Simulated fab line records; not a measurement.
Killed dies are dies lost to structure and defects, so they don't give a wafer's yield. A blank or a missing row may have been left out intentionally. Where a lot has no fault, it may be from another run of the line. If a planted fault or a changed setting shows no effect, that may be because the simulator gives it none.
Which tool is to blame? | flow nand harc | 24 lots with 72 wafers sampled at 4 steps, on a route of 1302 steps

== WHAT THE GAUGES SHOWED, per wafer ==
NHARC_A_CONTACT_INSPECT_10.
lot  | measured     | on                | raw defect count
L074 | day 22 16:39 | defect inspect-02 | 79 64 73
L075 | day 22 17:04 | defect inspect-02 | 118 102 108
L076 | day 23 06:39 | defect inspect-01 | 69 67 56
L077 | day 23 08:24 | defect inspect-02 | 77 62 62
L078 | day 23 11:38 | defect inspect-01 | 47 70 74
L079 | day 23 18:35 | defect inspect-01 | 130 126 118
L081 | day 25 01:02 | defect inspect-01 | 102 132 133
L080 | day 25 07:35 | defect inspect-02 | 73 85 94
L083 | day 25 23:43 | defect inspect-01 | 46 37 35
L082 | day 26 07:46 | defect inspect-01 | 120 119 111
L085 | day 27 05:19 | defect inspect-02 | 68 70 75
L086 | day 27 09:29 | defect inspect-01 | 97 105 95
L084 | day 27 10:34 | defect inspect-01 | 38 46 49
L087 | day 27 19:06 | defect inspect-01 | 98 117 94
L088 | day 28 07:33 | defect inspect-02 | 116 105 145
L089 | day 28 08:47 | defect inspect-02 | 64 60 72
L091 | day 29 11:01 | defect inspect-02 | 115 104 108
L092 | day 29 18:23 | defect inspect-01 | 68 62 76
L090 | day 29 20:26 | defect inspect-01 | 76 76 66
L093 | day 30 00:10 | defect inspect-02 | 71 70 84
L094 | day 30 18:22 | defect inspect-01 | 36 28 32
L095 | day 30 19:05 | defect inspect-01 | 152 128 133
L096 | day 31 16:49 | defect inspect-02 | 34 34 38
L097 | day 32 01:12 | defect inspect-01 | 105 86 108

NHARC_A_CONTACT_INSPECT_23.
lot  | measured     | on                | raw defect count
L074 | day 22 22:23 | defect inspect-02 | 396 353 339
L075 | day 22 22:58 | defect inspect-02 | 406 502 452
L076 | day 23 12:20 | defect inspect-01 | 438 411 350
L077 | day 23 14:17 | defect inspect-01 | 376 385 546
L078 | day 23 17:32 | defect inspect-02 | 530 446 823
L079 | day 24 00:17 | defect inspect-01 | 779 802 815
L081 | day 25 06:44 | defect inspect-02 | 384 468 476
L080 | day 25 13:17 | defect inspect-02 | 353 396 524
L083 | day 26 06:02 | defect inspect-02 | 499 316 795
L082 | day 26 13:46 | defect inspect-01 | 566 435 508
L085 | day 27 11:02 | defect inspect-02 | 421 419 364
L086 | day 27 15:12 | defect inspect-02 | 660 704 670
L084 | day 27 16:23 | defect inspect-02 | 397 474 429
L087 | day 28 00:47 | defect inspect-02 | 641 533 436
L088 | day 28 13:23 | defect inspect-02 | 716 572 488
L089 | day 28 14:28 | defect inspect-01 | 589 428 549
L091 | day 29 16:48 | defect inspect-01 | 391 524 441
L092 | day 30 00:13 | defect inspect-01 | 618 857 708
L090 | day 30 02:20 | defect inspect-01 | 457 512 332
L093 | day 30 06:34 | defect inspect-01 | 476 593 492
L094 | day 31 01:47 | defect inspect-02 | 320 405 402
L095 | day 31 00:55 | defect inspect-02 | 623 626 422
L096 | day 31 22:40 | defect inspect-02 | 311 387 370
L097 | day 32 06:56 | defect inspect-01 | 581 570 468

== TOOL THAT RAN EACH LOT (tool first, then ch and the chambers of the sampled wafers, then the start) ==
lot  | NHARC_A_CONTACT_DESCUM_13          | NHARC_A_CONTACT_ETCH_138
L074 | rie diel-06 ch 1,3, day 22 16:43   | har cap etch-01 ch 0,1, day 22 18:54
L075 | rie diel-12 ch 0,1,3, day 22 17:08 | har cap etch-02 ch 0, day 22 19:19
L076 | rie diel-09 ch 0,1,3, day 23 06:44 | har cap etch-01 ch 0,1, day 23 08:53
L077 | rie diel-12 ch 1,2, day 23 08:28   | har cap etch-03 ch 0,1, day 23 10:42
L078 | rie diel-12 ch 0,1,3, day 23 11:42 | har cap etch-01 ch 0,1, day 23 14:00
L079 | rie diel-12 ch 1,2,3, day 23 18:40 | har cap etch-03 ch 0,1, day 23 20:47
L081 | rie diel-12 ch 0,2, day 25 01:06   | har cap etch-01 ch 0,1, day 25 03:17
L080 | rie diel-12 ch 2,3, day 25 07:39   | har cap etch-02 ch 0,1, day 25 09:55
L083 | rie diel-06 ch 1,2,3, day 25 23:48 | har cap etch-03 ch 0,1, day 26 01:58
L082 | rie diel-06 ch 0,1,3, day 26 07:56 | har cap etch-02 ch 0,1, day 26 10:15
L085 | rie diel-06 ch 2,3, day 27 05:23   | har cap etch-03 ch 0,1, day 27 07:36
L086 | rie diel-12 ch 2,3, day 27 09:33   | har cap etch-02 ch 0,1, day 27 11:44
L084 | rie diel-09 ch 0,1, day 27 10:38   | har cap etch-03 ch 0,1, day 27 12:55
L087 | rie diel-06 ch 0,1,2, day 27 19:10 | har cap etch-03 ch 0,1, day 27 21:18
L088 | rie diel-09 ch 1,2,3, day 28 07:37 | har cap etch-03 ch 0,1, day 28 09:46
L089 | rie diel-12 ch 2,3, day 28 08:50   | har cap etch-01 ch 0,1, day 28 11:07
L091 | rie diel-12 ch 1,2,3, day 29 11:04 | har cap etch-02 ch 0,1, day 29 13:22
L092 | rie diel-12 ch 1,2,3, day 29 18:26 | har cap etch-02 ch 0,1, day 29 20:35
L090 | rie diel-12 ch 0,1,3, day 29 20:33 | har cap etch-03 ch 0,1, day 29 22:48
L093 | rie diel-09 ch 0,1,3, day 30 00:14 | har cap etch-03 ch 0,1, day 30 02:33
L094 | rie diel-12 ch 0,3, day 30 18:26   | har cap etch-03 ch 0,1, day 30 22:02
L095 | rie diel-09 ch 0,2,3, day 30 19:08 | har cap etch-02 ch 0,1, day 30 21:19
L096 | rie diel-06 ch 0,3, day 31 16:52   | har cap etch-03 ch 0,1, day 31 19:01
L097 | rie diel-12 ch 0,1,2, day 32 01:16 | har cap etch-03 ch 0,1, day 32 03:24
- NHARC_A_CONTACT_DESCUM_13: chemistry O2, time 3 s.
- NHARC_A_CONTACT_ETCH_138: etches the open film in C4F8/O2/Ar, time 311 s, target depth 1914 nm.

== WHAT THE TOOLS THEMSELVES READ (means of the sampled wafers that have a number; where no wafer has one, the mark that the record gives instead) ==
NHARC_A_CONTACT_DESCUM_13.
lot  | tool        | drypump motor current A (A) | oes product au (a.u.) | rf vpp V (V) | showerhead plenum p Torr (Torr) | throttle valve pct (%)
L074 | rie diel-06 | 5.9                         | 1.010                 | 56.7         | 1.86                            | 11.310
L075 | rie diel-12 | 5.9                         | 1.000                 | 58.4         | 1.89                            | 11.315
L076 | rie diel-09 | 5.9                         | 1.006                 | 57.1         | 1.85                            | 11.315
L077 | rie diel-12 | 5.6                         | 1.000                 | 57.4         | 1.89                            | 11.305
L078 | rie diel-12 | 5.9                         | 1.006                 | 58.4         | 1.89                            | 11.323
L079 | rie diel-12 | 5.8                         | 1.000                 | 56.8         | 1.88                            | 11.309
L081 | rie diel-12 | 5.4                         | 1.001                 | 57.5         | 1.88                            | 11.312
L080 | rie diel-12 | 6.0                         | 0.998                 | 58.2         | 1.86                            | 11.316
L083 | rie diel-06 | 5.6                         | 1.000                 | 57.5         | 1.89                            | 11.315
L082 | rie diel-06 | 5.8                         | 1.008                 | 57.7         | 1.87                            | 11.321
L085 | rie diel-06 | 5.3                         | 1.002                 | 58.1         | 1.87                            | 11.303
L086 | rie diel-12 | 5.6                         | 0.998                 | 57.3         | 1.85                            | 11.300
L084 | rie diel-09 | 6.0                         | 1.009                 | 57.6         | 1.80                            | 11.310
L087 | rie diel-06 | 5.5                         | 1.006                 | 57.4         | 1.90                            | 11.312
L088 | rie diel-09 | 5.9                         | 0.992                 | 58.0         | 1.87                            | 11.311
L089 | rie diel-12 | 5.6                         | 0.999                 | 57.5         | 1.85                            | 11.313
L091 | rie diel-12 | 5.8                         | 0.991                 | 56.9         | 1.87                            | 11.314
L092 | rie diel-12 | 5.8                         | 1.003                 | 58.1         | 1.87                            | 11.312
L090 | rie diel-12 | 5.9                         | 1.000                 | 57.3         | 1.88                            | 11.309
L093 | rie diel-09 | 5.9                         | 0.994                 | 57.9         | 1.84                            | 11.312
L094 | rie diel-12 | 6.1                         | 1.006                 | 58.2         | 1.86                            | 11.314
L095 | rie diel-09 | 5.8                         | 0.994                 | 57.5         | 1.87                            | 11.310
L096 | rie diel-06 | 5.8                         | 1.003                 | 57.0         | 1.83                            | 11.309
L097 | rie diel-12 | 5.5                         | 0.998                 | 57.9         | 1.88                            | 11.305

== THE ANSWER, worked out from the rows above alone ==
Rule: what is usual is taken from the lots themselves. Put in order of their means at a reading, lots are off if they are a third of the lots or fewer, leave a main group of 4 or more, and stand apart from it by a gap of 3 or more times the standard deviation of the main group's means; of several such gaps the widest counts. A main group is skipped when, at the precision printed for the reading in the tables above, its means are all equal. A lot without any number at a reading at which 4 lots or more have one is off too. Where the step has rows for the other lots, those lots are counted as sound. After the gauges, taken in route order, come the tools' own readings; for these a lot's mean is taken, as printed above. The first step at which some lot is off is used, and at that step the reading that is off furthest; a lot without a number counts as furthest.
None of the lots is off at any reading shown; this tells nothing.

== WHAT HAD BEEN PUT IN BY THE SIMULATOR ==
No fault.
